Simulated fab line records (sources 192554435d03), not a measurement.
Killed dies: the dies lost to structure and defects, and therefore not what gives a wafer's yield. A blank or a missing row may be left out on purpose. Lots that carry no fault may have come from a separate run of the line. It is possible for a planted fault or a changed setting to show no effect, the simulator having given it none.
fab line records | flow n5Finfet
record: lots: 9 | wafers: 27 | lastDay: 20
route steps=1938 shown BEOL_M1@835 BEOL_M2@844 BEOL_M4@1111 PASSIVATION@1936
lots with no fault: from the same line, run without faults
startH: the number of hours between the record's first day and the start of the first shown wafer of the lot | waitH: hours elapsed since this lot's preceding step | " same as the row above | L1.1+2: several wafers, shown together as one row | - either no value or no given start | * or withheld: withheld | < > ~ a bound
route shown NAME@n: names a module that has steps shown in the file, with the first one's number in the route | usual: mean/standard deviation taken from wafers without a fault | same: alike in all rows | chamber/n: place in a boat | sites: readings site by site | _std_site: the values' standard deviation | _edge_site: outer sites' mean less inner sites' | radiusMm: for every site, how far away it sits from the centre of the wafer | mask NAME#n: copy n | behind: the last tool/chamber to shape the wafer | hold: what put the lot on hold/how long, in hours/how the hold closed | device: which transistor (n, p or np) failed to switch | end of line: at the end of the route, the tests of the same wafers | for a step that has no rows: nothing shown but its recipe | killed: dies that structure and defects cost at the first sort, which is not the same as the wafer's yield | map: a wafer's dies, marking killed ones x, the rest . and places with no die _
set.NAME: the setting as run; set.NAME@STEP: as run at that earlier step | model.NAME: the simulator's own value behind a step, which no gauge read
one table for each step of the route and one row for each wafer, over a sample of lots
services: the hour from which a tool's chamber was out of use, counted from the record's first day as startH (under 0 if before that day), plus the number of hours and why
== steps ==
step: N5_BEOL_M1_PRE_CLEAN_60
recipe: gas: NH3/H2 | timeS: 15 | tempC: * | rfPowerW: 300
usual: heaterPowerW: 88/20
lot.wafer | tool     | chamber | startH | waitH | heaterPowerW
L424.2    | cvdCo-02 | 1       | 134.87 | 0.0   | 119
L424.5    | "        | 0       | "      | "     | 64
L424.6    | "        | 1       | "      | "     | 120
L428.2    | cvdCo-02 | 2       | 161.79 | 0.0   | 75
L428.3    | "        | 1       | "      | "     | 120
L428.4    | "        | 0       | "      | "     | 63
L430.3    | cvdCo-02 | 1       | 172.32 | 0.0   | 117
L430.5    | "        | 0       | "      | "     | 64
L430.6    | "        | 1       | "      | "     | 120
L431.1    | cvdCo-01 | 1       | 184.84 | 0.0   | 90
L431.3    | "        | 2       | "      | "     | 104
L431.5    | "        | 2       | "      | "     | 104
L437.1    | cvdCo-01 | 2       | 259.58 | 0.0   | 103
L437.2    | "        | 1       | "      | "     | 94
L437.4    | "        | 1       | "      | "     | 94
L445.1    | cvdCo-01 | 2       | 262.88 | 0.0   | 105
L445.5    | "        | 0       | "      | "     | 69
L445.6    | "        | 2       | "      | "     | 108
L438.3    | cvdCo-02 | 2       | 262.91 | 0.0   | 78
L438.4    | "        | 0       | "      | "     | 63
L438.6    | "        | 1       | "      | "     | 117
L443.1    | cvdCo-02 | 0       | 266.04 | 0.0   | 65
L443.4    | "        | 2       | "      | "     | 77
L443.5    | "        | 1       | "      | "     | 118
L441.1    | cvdCo-01 | 1       | 268.29 | 0.0   | 94
L441.3    | "        | 0       | "      | "     | 71
L441.5    | "        | 2       | "      | "     | 106
step: N5_BEOL_M2_HM_DEP_02
recipe: material: TiN | targetThkA: 200 | tempC: 25 | chamberPressurePa: 0.49996
usual: throttleValvePct: 30.2/1.1
lot.wafer | tool          | chamber | startH | waitH | throttleValvePct
L424.2    | pvdSputter-03 | -       | 136.74 | 1.5   | 28.9
L424.5    | "             | -       | "      | "     | 30.8
L424.6    | "             | -       | "      | "     | 29.1
L428.2    | pvdSputter-01 | -       | 163.45 | 1.2   | 31.6
L428.3    | "             | -       | "      | "     | 31.2
L428.4    | "             | -       | "      | "     | 31.1
L430.3    | pvdSputter-03 | -       | 173.14 | 0.4   | 29.2
L430.5    | "             | -       | "      | "     | 29.1
L430.6    | "             | -       | "      | "     | 30.9
L431.1    | pvdSputter-03 | -       | 185.31 | 0.1   | 30.8
L431.3    | "             | -       | "      | "     | 29.0
L431.5    | "             | -       | "      | "     | 29.2
L437.1    | pvdSputter-03 | -       | 262.18 | 2.2   | 29.3
L437.2    | "             | -       | "      | "     | 29.4
L437.4    | "             | -       | "      | "     | 30.4
L445.1    | pvdSputter-03 | -       | 263.33 | 0.0   | 30.9
L445.5    | "             | -       | "      | "     | 30.3
L445.6    | "             | -       | "      | "     | 29.6
L438.3    | pvdSputter-02 | -       | 265.18 | 1.8   | 30.3
L438.4    | "             | -       | "      | "     | 30.4
L438.6    | "             | -       | "      | "     | 30.6
L443.1    | pvdSputter-03 | -       | 267.25 | 0.8   | 29.7
L443.4    | "             | -       | "      | "     | 30.8
L443.5    | "             | -       | "      | "     | 29.1
L441.1    | pvdSputter-03 | -       | 269.34 | 0.6   | 29.1
L441.3    | "             | -       | "      | "     | 30.9
L441.5    | "             | -       | "      | "     | 29.6
step: N5_BEOL_M2_EXPOSE_08
recipe: maskId: M2 | na: 0.33 | sourceShape: dipole | sigmaInner: 0.369 | sigmaOuter: 0.767 | polarization: unpolarized | doseMj: 41.25
usual: exposureDoseMJCm2: 41.37/0.23
lot.wafer | tool          | chamber | startH | waitH | mask | exposureDoseMJCm2
L424.2    | euvScanner-01 | 0       | 137.13 | -     | M2#0 | 41.63
L424.5    | "             | 0       | "      | "     | M2#0 | 41.62
L424.6    | "             | 0       | "      | "     | M2#0 | 41.68
L428.2    | euvScanner-01 | 0       | 163.84 | -     | M2#0 | 41.56
L428.3    | "             | 0       | "      | "     | M2#0 | 41.61
L428.4    | "             | 0       | "      | "     | M2#0 | 41.67
L430.3    | euvScanner-02 | 0       | 173.54 | -     | M2#0 | 41.14
L430.5    | "             | 0       | "      | "     | M2#0 | 41.09
L430.6    | "             | 0       | "      | "     | M2#0 | 41.14
L431.1    | euvScanner-01 | 0       | 185.69 | -     | M2#0 | 41.62
L431.3    | "             | 0       | "      | "     | M2#0 | 41.70
L431.5    | "             | 0       | "      | "     | M2#0 | 41.63
L437.1    | euvScanner-01 | 0       | 262.57 | -     | M2#0 | 41.54
L437.2    | "             | 0       | "      | "     | M2#0 | 41.54
L437.4    | "             | 0       | "      | "     | M2#0 | 41.58
L445.1    | euvScanner-01 | 0       | 263.59 | -     | M2#0 | 41.68
L445.5    | "             | 0       | "      | "     | M2#0 | 41.67
L445.6    | "             | 0       | "      | "     | M2#0 | 41.65
L438.3    | euvScanner-01 | 0       | 265.45 | -     | M2#0 | 37.90
L438.4    | "             | 0       | "      | "     | M2#0 | 37.88
L438.6    | "             | 0       | "      | "     | M2#0 | 37.86
L443.1    | euvScanner-02 | 0       | 267.53 | -     | M2#0 | 41.18
L443.4    | "             | 0       | "      | "     | M2#0 | 41.19
L443.5    | "             | 0       | "      | "     | M2#0 | 41.15
L441.1    | euvScanner-01 | 0       | 269.73 | -     | M2#0 | 38.59
L441.3    | "             | 0       | "      | "     | M2#0 | 38.66
L441.5    | "             | 0       | "      | "     | M2#0 | 38.63
step: N5_BEOL_M2_CD_MEAS_11
recipe: targetCdNm: 16.79 | landingEnergyEv: 500 | detector: seInlens | polarity: opening
usual: cdNm: 16.80/0.29
lot.wafer | tool     | chamber | startH | waitH | cdNm
L424.2    | cdSem-01 | 0       | 137.26 | -     | 16.68
L424.5    | "        | 0       | "      | "     | 16.74
L424.6    | "        | 0       | "      | "     | 16.45
L428.2    | cdSem-03 | 0       | 163.97 | -     | 17.06
L428.3    | "        | 0       | "      | "     | 16.73
L428.4    | "        | 0       | "      | "     | 16.51
L430.3    | cdSem-03 | 0       | 173.66 | -     | 16.97
L430.5    | "        | 0       | "      | "     | 17.06
L430.6    | "        | 0       | "      | "     | 17.38
L431.1    | cdSem-01 | 0       | 185.83 | -     | 16.73
L431.3    | "        | 0       | "      | "     | 16.98
L431.5    | "        | 0       | "      | "     | 17.01
L437.1    | cdSem-02 | 0       | 262.70 | -     | 16.38
L437.2    | "        | 0       | "      | "     | 16.63
L437.4    | "        | 0       | "      | "     | 16.55
L445.1    | cdSem-03 | 0       | 263.72 | -     | 16.29
L445.5    | "        | 0       | "      | "     | 16.36
L445.6    | "        | 0       | "      | "     | 16.67
L438.3    | cdSem-03 | 0       | 265.57 | -     | 15.05
L438.4    | "        | 0       | "      | "     | 15.07
L438.6    | "        | 0       | "      | "     | 15.00
L443.1    | cdSem-02 | 0       | 267.66 | -     | 16.77
L443.4    | "        | 0       | "      | "     | 16.57
L443.5    | "        | 0       | "      | "     | 16.50
L441.1    | cdSem-02 | 0       | 269.86 | -     | 15.46
L441.3    | "        | 0       | "      | "     | 15.24
L441.5    | "        | 0       | "      | "     | 15.11
step: N5_BEOL_M2_ETCH_63
recipe: chemistry: CF4 | target: SiARC | targetDepthA: 156 | maskMaterial: CAR-EUV | timeS: 26 | ionEnergyEv: 80 | pressureMtorr: 40 | sourceW: 545 | biasW: 36 | Ar_flow_sccm: 100 | cf4FlowSccm: 100 | ends: cleared
usual: drypumpMotorCurrentA: 5.7/0.48 | etchRfOnTimeS: 26.1/0.61 | mfcArSccm: 99.94/0.28 | oesProductAu: 0.69/0.081 | rfVppV: 183.9/1.1 | showerheadPlenumPTorr: 2.12/0.054 | throttleValvePct: 15.55/0.27
lot.wafer | tool       | chamber | startH | waitH | drypumpMotorCurrentA | etchRfOnTimeS | mfcArSccm | oesProductAu | rfHoursCounterH | rfVppV | showerheadPlenumPTorr | throttleValvePct
L424.2    | rieDiel-05 | 2       | 137.43 | 0.0   | 6.1                  | 26.6          | 99.96     | 0.57         | 246             | 185.8  | 2.19                  | 15.64
L424.5    | "          | 1       | "      | "     | 5.8                  | 25.8          | 99.52     | 0.61         | -               | 183.0  | 2.04                  | 15.87
L424.6    | "          | 2       | "      | "     | 6.1                  | 26.2          | 99.90     | 0.57         | -               | 184.2  | 2.19                  | 15.62
L428.2    | rieDiel-05 | 2       | 164.14 | 0.0   | 6.1                  | 25.3          | 99.85     | 0.86         | 0               | 185.6  | 2.19                  | 15.17
L428.3    | "          | 1       | "      | "     | 5.8                  | 26.2          | 100.09    | 0.60         | 210             | 183.8  | 2.04                  | 15.88
L428.4    | "          | 0       | "      | "     | 5.7                  | 26.2          | 100.00    | 0.61         | 222             | 183.1  | 2.12                  | 15.74
L430.3    | rieDiel-01 | 0       | 173.83 | 0.0   | 5.8                  | 24.7          | 100.36    | 0.82         | 20              | 185.3  | 2.19                  | 15.20
L430.5    | "          | 0       | "      | "     | 5.8                  | 24.6          | 100.40    | 0.81         | -               | 184.1  | 2.19                  | 15.18
L430.6    | "          | 1       | "      | "     | 6.0                  | 26.1          | 99.73     | 0.70         | -               | 185.1  | 2.16                  | 15.37
L431.1    | rieDiel-01 | 3       | 186.00 | 0.0   | 6.0                  | 25.9          | 100.04    | 0.68         | 110             | 183.9  | 2.16                  | 15.95
L431.3    | "          | 0       | "      | "     | 5.8                  | 24.8          | 99.20     | 0.80         | 25              | 185.3  | 2.19                  | 15.20
L431.5    | "          | 3       | "      | "     | 6.0                  | 25.9          | 100.20    | 0.67         | -               | 185.7  | 2.16                  | 15.93
L437.1    | rieDiel-06 | 0       | 262.88 | 0.0   | 5.5                  | 27.1          | 99.46     | 0.67         | 100             | 185.2  | 2.17                  | 15.40
L437.2    | "          | 3       | "      | "     | 5.6                  | 26.1          | 100.06    | 0.80         | 8               | 184.3  | 2.10                  | 15.32
L437.4    | "          | 1       | "      | "     | 5.3                  | 26.4          | 100.04    | 0.58         | 240             | 183.3  | 2.02                  | 15.74
L445.1    | rieDiel-01 | 3       | 263.89 | 0.0   | 6.0                  | 26.2          | 100.01    | 0.65         | 138             | 183.1  | 2.15                  | 15.99
L445.5    | "          | 2       | "      | "     | 5.4                  | 27.2          | 99.51     | 0.66         | -               | 185.4  | 2.07                  | 15.61
L445.6    | "          | 3       | "      | "     | 6.1                  | 26.3          | 99.71     | 0.64         | -               | 184.6  | 2.15                  | 15.98
L438.3    | rieDiel-06 | 2       | 265.74 | 0.0   | 4.6                  | 26.1          | 100.63    | 0.67         | 122             | 184.4  | 2.15                  | 15.82
L438.4    | "          | 0       | "      | "     | 5.5                  | 27.3          | 99.64     | 0.66         | 100             | 182.9  | 2.17                  | 15.40
L438.6    | "          | 3       | "      | "     | 5.6                  | 26.6          | 100.02    | 0.80         | -               | 183.3  | 2.10                  | 15.30
L443.1    | rieDiel-06 | 3       | 267.84 | 0.0   | 5.6                  | 25.9          | 99.82     | 0.80         | 9               | 182.6  | 2.10                  | 15.31
L443.4    | "          | 1       | "      | "     | 5.3                  | 26.0          | 99.82     | 0.59         | 242             | 183.0  | 2.02                  | 15.73
L443.5    | "          | 2       | "      | "     | 4.6                  | 25.6          | 99.72     | 0.67         | -               | 184.2  | 2.15                  | 15.81
L441.1    | rieDiel-05 | 3       | 270.06 | 0.0   | 6.6                  | 26.0          | 100.04    | 0.73         | 45              | 185.7  | 2.09                  | 15.16
L441.3    | "          | 0       | "      | "     | 5.7                  | 25.9          | 99.45     | 0.82         | 3               | 183.7  | 2.11                  | 15.36
L441.5    | "          | 1       | "      | "     | 5.8                  | 26.2          | 99.90     | 0.56         | -               | 183.1  | 2.03                  | 15.95
step: N5_BEOL_M2_CD_MEAS_18
recipe: pitchNm: 36 | targetCdNm: 18
usual: cdNm: 18.0/0.32
lot.wafer | tool     | chamber | startH | waitH | cdNm
L424.2    | cdSem-02 | -       | 137.91 | 0.1   | 17.6
L424.5    | "        | -       | "      | "     | 18.1
L424.6    | "        | -       | "      | "     | 18.0
L428.2    | cdSem-01 | -       | 164.53 | 0.1   | 17.9
L428.3    | "        | -       | "      | "     | 18.2
L428.4    | "        | -       | "      | "     | 18.1
L430.3    | cdSem-01 | -       | 174.39 | 0.1   | 18.4
L430.5    | "        | -       | "      | "     | 18.0
L430.6    | "        | -       | "      | "     | 18.2
L431.1    | cdSem-02 | -       | 186.38 | 0.0   | 18.2
L431.3    | "        | -       | "      | "     | 18.0
L431.5    | "        | -       | "      | "     | 18.5
L437.1    | cdSem-01 | -       | 263.47 | 0.0   | 17.5
L437.2    | "        | -       | "      | "     | 17.8
L437.4    | "        | -       | "      | "     | 18.3
L445.1    | cdSem-03 | -       | 264.28 | 0.0   | 18.0
L445.5    | "        | -       | "      | "     | 17.9
L445.6    | "        | -       | "      | "     | 18.0
L438.3    | cdSem-02 | -       | 266.13 | 0.1   | 16.3
L438.4    | "        | -       | "      | "     | 16.2
L438.6    | "        | -       | "      | "     | 15.9
L443.1    | cdSem-02 | -       | 268.22 | 0.0   | 17.9
L443.4    | "        | -       | "      | "     | 18.1
L443.5    | "        | -       | "      | "     | 17.9
L441.1    | cdSem-02 | -       | 270.45 | 0.0   | 16.4
L441.3    | "        | -       | "      | "     | 16.7
L441.5    | "        | -       | "      | "     | 16.7
step: N5_BEOL_M4_RC_MEAS_101
usual: DIBL_N: 36.3/1.7 | DIBL_P: 36.5/2.1 | IOFF_N: 0.16/0.03 | IOFF_P: 0.22/0.035 | ION_N: 675/11 | ION_P: 465/7.1 | SS_N: 71.5/0.62 | SS_P: 73.3/0.64 | VT_N: 250/3.1 | VT_P: -249.1/3
lot.wafer | tool      | chamber | startH | waitH | DIBL_N[mV/V] | DIBL_P[mV/V] | IOFF_N[nA/um] | IOFF_P[nA/um] | ION_N[uA/um] | ION_P[uA/um] | SS_N[mV/dec] | SS_P[mV/dec] | VT_N[mV] | VT_P[mV]
L424.2    | prober-01 | 0       | 165.05 | 0.2   | 35.2         | 35.6         | 0.15          | 0.23          | 683          | 472          | 71.4         | 72.4         | 249      | -244.8
L424.5    | "         | 0       | "      | "     | 37.2         | 38.1         | 0.18          | 0.28          | 671          | 469          | 71.3         | 73.8         | 246      | -244.1
L424.6    | "         | 0       | "      | "     | 34.7         | 35.4         | 0.14          | 0.23          | 673          | 473          | 70.8         | 72.9         | 252      | -244.3
L428.2    | prober-01 | 0       | 195.39 | 0.2   | 36.4         | 36.4         | 0.16          | 0.19          | 669          | 456          | 71.9         | 73.9         | 251      | -253.5
L428.3    | "         | 0       | "      | "     | 33.1         | 32.5         | 0.11          | 0.16          | 671          | 460          | 71.3         | 72.4         | 254      | -256.4
L428.4    | "         | 0       | "      | "     | 37.8         | 39.1         | 0.21          | 0.25          | 688          | 472          | 72.2         | 74.0         | 243      | -246.4
L430.3    | prober-02 | 0       | 202.05 | 0.3   | 35.2         | 31.7         | 0.13          | 0.17          | 671          | 459          | 71.0         | 72.1         | 253      | -252.1
L430.5    | "         | 0       | "      | "     | 37.0         | 34.8         | 0.16          | 0.20          | 685          | 467          | 71.5         | 72.7         | 249      | -252.0
L430.6    | "         | 0       | "      | "     | 37.0         | 34.8         | 0.15          | 0.20          | 662          | 460          | 71.9         | 72.6         | 251      | -250.5
L431.1    | prober-01 | 0       | 216.56 | 0.0   | 37.3         | 38.1         | 0.17          | 0.25          | 674          | 468          | 72.4         | 74.2         | 250      | -248.3
L431.3    | "         | 0       | "      | "     | 36.9         | 36.6         | 0.17          | 0.22          | 680          | 464          | 72.2         | 72.9         | 250      | -248.9
L431.5    | "         | 0       | "      | "     | 36.4         | 36.7         | 0.16          | 0.22          | 677          | 466          | 71.0         | 72.9         | 249      | -249.8
L437.1    | prober-01 | 0       | 297.93 | 0.0   | 33.6         | 33.2         | 0.13          | 0.18          | 654          | 452          | 71.5         | 73.0         | 251      | -250.5
L437.2    | "         | 0       | "      | "     | 38.5         | 38.7         | 0.22          | 0.27          | 687          | 469          | 72.2         | 73.7         | 245      | -247.3
L437.4    | "         | 0       | "      | "     | 33.4         | 33.4         | 0.12          | 0.18          | 657          | 458          | 71.7         | 73.0         | 253      | -251.6
L443.1    | prober-01 | 0       | 308.98 | 0.0   | 38.4         | 36.9         | 0.19          | 0.25          | 681          | 468          | 72.3         | 73.4         | 246      | -245.4
L443.4    | "         | 0       | "      | "     | 36.6         | 34.3         | 0.15          | 0.21          | 674          | 468          | 71.7         | 73.4         | 248      | -246.7
L443.5    | "         | 0       | "      | "     | 37.4         | 36.5         | 0.18          | 0.24          | 694          | 474          | 71.3         | 73.3         | 246      | -247.4
L445.1    | prober-02 | 0       | 312.24 | 0.0   | 36.3         | 37.6         | 0.16          | 0.22          | 682          | 468          | 71.6         | 73.7         | 251      | -250.8
L445.5    | "         | 0       | "      | "     | 38.9         | 40.8         | 0.22          | 0.28          | 684          | 473          | 72.1         | 74.7         | 246      | -246.8
L445.6    | "         | 0       | "      | "     | 38.1         | 39.7         | 0.20          | 0.26          | 709          | 484          | 71.6         | 74.1         | 245      | -246.6
step: N5_PASSIVATION_PROBE_49
usual: defectLimitedYield: 91.2/1.4 | killed_at_M0_to_M3: 36/10 | killed_at_M4_up: 13/5.1 | killedAtContacts: 12/5.4 | killedAtFrontEnd: 39/11 | killedAtOther: 3.5/2.4 | killedDies: 104/17 | killedOnRim: 14/3.8 | killedOpen: 67/13 | killedShort: 36/8.3 | sort_bin_5_function: 5.2/0.98 | sort_bin_6_memory: 3.3/0.68 | sortNPass: 1076/17 | sortYieldPct: 91.2/1.4
same: grossDies: 1180 | killedAtBackSide: 0 | sort_bin_4_leakage[%]: 0 | sort_bin_8_speed[%]: 0
lot.wafer | tool      | chamber | startH | waitH | defectLimitedYield[%] | killed_at_M0_to_M3 | killed_at_M4_up | killedAtContacts | killedAtFrontEnd | killedAtOther | killedDies | killedOnRim | killedOpen | killedShort | sort_bin_5_function[%] | sort_bin_6_memory[%] | sortNPass | sortYieldPct[%]
L438.3    | prober-02 | -       | 428.50 | 0.1   | 0                     | 1116               | 16              | 25               | 23               | 0             | 1180       | 152         | 66         | 36          | 5.5                    | 3.1                  | 0         | 0
L438.4    | prober-02 | -       | 428.55 | 0.2   | 0                     | 1138               | 13              | 8                | 17               | 4             | 1180       | 152         | 52         | 19          | 4.3                    | 2.2                  | 0         | 0
L438.6    | prober-02 | -       | 428.65 | 0.3   | 0                     | 1119               | 21              | 18               | 20               | 2             | 1180       | 152         | 57         | 40          | 4.3                    | 3.6                  | 0         | 0
L441.1    | prober-01 | -       | 468.27 | 0.0   | 0                     | 1114               | 15              | 16               | 32               | 3             | 1180       | 152         | 80         | 37          | 60.3                   | 3.3                  | 0         | 0
L441.3    | prober-01 | -       | 468.37 | 0.1   | 0                     | 1111               | 13              | 15               | 40               | 1             | 1180       | 152         | 75         | 40          | 57.0                   | 3.3                  | 0         | 0
L441.5    | prober-01 | -       | 468.47 | 0.2   | 0                     | 1079               | 20              | 14               | 65               | 2             | 1180       | 152         | 83         | 47          | 58.6                   | 4.3                  | 0         | 0
killed by level:class
L438.3 BEOL_M2:areaExpose=1074 MOL_CONTACT_COAG:geometricParticle:open=19 BEOL_M0_SAQP:geometricParticle:open=16 BEOL_M0_SAQP:geometricParticle:short=12 MOL_CONTACT_COAG:geometricParticle:short=5 BEOL_M4:geometricParticle:open=5 STARTING-WAFER:geometricParticle:short=4 FIN_SAQP:geometricParticle:short=3
L438.4 BEOL_M2:areaExpose=1108 BEOL_M0_SAQP:geometricParticle:open=11 BEOL_M0_SAQP:geometricParticle:short=9 MOL_CONTACT_COAG:geometricParticle:open=5 BEOL_M3:geometricParticle:open=5 STI_FIN_REVEAL:geometricParticle:open=4 BEOL_M4:geometricParticle:open=4 FIN_SAQP:geometricParticle:open=3
L438.6 BEOL_M2:areaExpose=1083 MOL_CONTACT_COAG:geometricParticle:open=15 BEOL_M0_SAQP:geometricParticle:short=12 BEOL_M0_SAQP:geometricParticle:open=7 FIN_SAQP:geometricParticle:open=6 BEOL_M4:geometricParticle:open=6 BEOL_M1:geometricParticle:open=4 BEOL_M1:geometricParticle:short=4
L441.1 BEOL_M2:areaExpose=1061 BEOL_M0_SAQP:geometricParticle:open=17 MOL_CONTACT_COAG:geometricParticle:open=15 BEOL_M0_SAQP:geometricParticle:short=14 BEOL_M2:geometricParticle:open=10 BEOL_M4:geometricParticle:open=10 FIN_SAQP:geometricParticle:short=9 STI_FIN_REVEAL:geometricParticle:open=8
L441.3 BEOL_M2:areaExpose=1065 MOL_CONTACT_COAG:geometricParticle:open=12 FIN_SAQP:geometricParticle:short=10 BEOL_M0_SAQP:geometricParticle:short=10 BEOL_M3:geometricParticle:open=9 BEOL_M0_SAQP:geometricParticle:open=7 BEOL_M4:geometricParticle:open=7 FIN_SAQP:geometricParticle:open=6
L441.5 BEOL_M2:areaExpose=1050 FIN_SAQP:geometricParticle:short=16 FIN_SAQP:geometricParticle:open=15 STI_FIN_REVEAL:geometricParticle:open=13 MOL_CONTACT_COAG:geometricParticle:open=12 BEOL_M4:geometricParticle:open=11 BEOL_M0_SAQP:geometricParticle:open=7 STARTING-WAFER:geometricParticle:short=6
== services ==
tool          | chamber | startH | hours | kind
cvdCo-01      | 1       | 114.67 | -     | clean
cvdCo-01      | 1       | 114.67 | 22.0  | scheduledDown
cvdCo-01      | 1       | 114.67 | 22.0  | ventCycle
euvScanner-01 | -       | 121.50 | 1.0   | pm
rieDiel-06    | 1       | 121.89 | 3.9   | repair
rieDiel-05    | 3       | 134.17 | -     | clean
euvScanner-02 | -       | 134.54 | 1.0   | pm
euvScanner-01 | -       | 138.41 | 0.1   | repair
cvdCo-01      | 1       | 145.02 | 10.6  | repair
euvScanner-02 | -       | 162.91 | 1.0   | repair
rieDiel-06    | 1       | 168.38 | 3.6   | repair
cvdCo-02      | -       | 173.97 | 5.8   | repair
euvScanner-01 | -       | 177.65 | 1.0   | pm
euvScanner-02 | -       | 190.69 | 1.0   | pm
euvScanner-01 | -       | 193.78 | 17.4  | repair
euvScanner-02 | -       | 208.74 | 4.9   | repair
euvScanner-01 | -       | 219.39 | 4.6   | pm
cvdCo-02      | -       | 222.66 | 6.0   | pm
euvScanner-02 | -       | 233.57 | 4.6   | pm
cvdCo-02      | -       | 235.32 | 13.1  | repair
euvScanner-01 | -       | 238.17 | 1.0   | pm
euvScanner-02 | -       | 246.84 | 1.0   | pm
euvScanner-01 | 0       | 252.31 | -     | calibration
cvdCo-01      | -       | 254.04 | 0.8   | repair
== key ==
firstSign: step: N5_BEOL_M2_EXPOSE_08 | reading: exposureDoseMJCm2 | direction: down | sigmas: 14 | usual: 41.37 | struck: 38.25
effect: step: N5_BEOL_M2_CD_MEAS_11 | reading: cdNm | direction: down | sigmas: 5.8 | usual: 16.80 | struck: 15.15 | through: controlLoop
effect: step: N5_BEOL_M2_CD_MEAS_18 | reading: cdNm | direction: down | sigmas: 5.2 | usual: 18.0 | struck: 16.4 | through: controlLoop
effect: step: N5_PASSIVATION_PROBE_49 | reading: killed_at_M0_to_M3 | direction: up | sigmas: 99+ | usual: 36 | struck: 1113
moreKillsBornAt: N5_BEOL_M2_EXPOSE_08@euvScanner-01: 6441
metAt N5_BEOL_M2_EXPOSE_08
struckLots L438,L441
laterRowsLeftOut L438.3,L438.4,L438.6,L441.1,L441.3,L441.5
loopTrim: step: N5_BEOL_M2_EXPOSE_08 | setting: dose | lots: L441
notActingAt N5_BEOL_M1_PRE_CLEAN_60,N5_BEOL_M2_HM_DEP_02,N5_BEOL_M2_ETCH_63
onsetBetween 263.59 265.45
fault: kind: processParameterDrift | tool: euvScanner-01 | chamber: - | onsetH: 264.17 | steps: N5_BEOL_M2_EXPOSE_08 | channel: doseMj | offset: -3.7283 | shape: step | actsIn: theseRecipesOnly | stated: 41.25
laterRowsLeftOut: the simulator's readings of these wafers behind a module that went badly wrong aren't trusted and aren't shown, but for the sort
loopTrim: a control loop set the setting to another value than it would have without faults
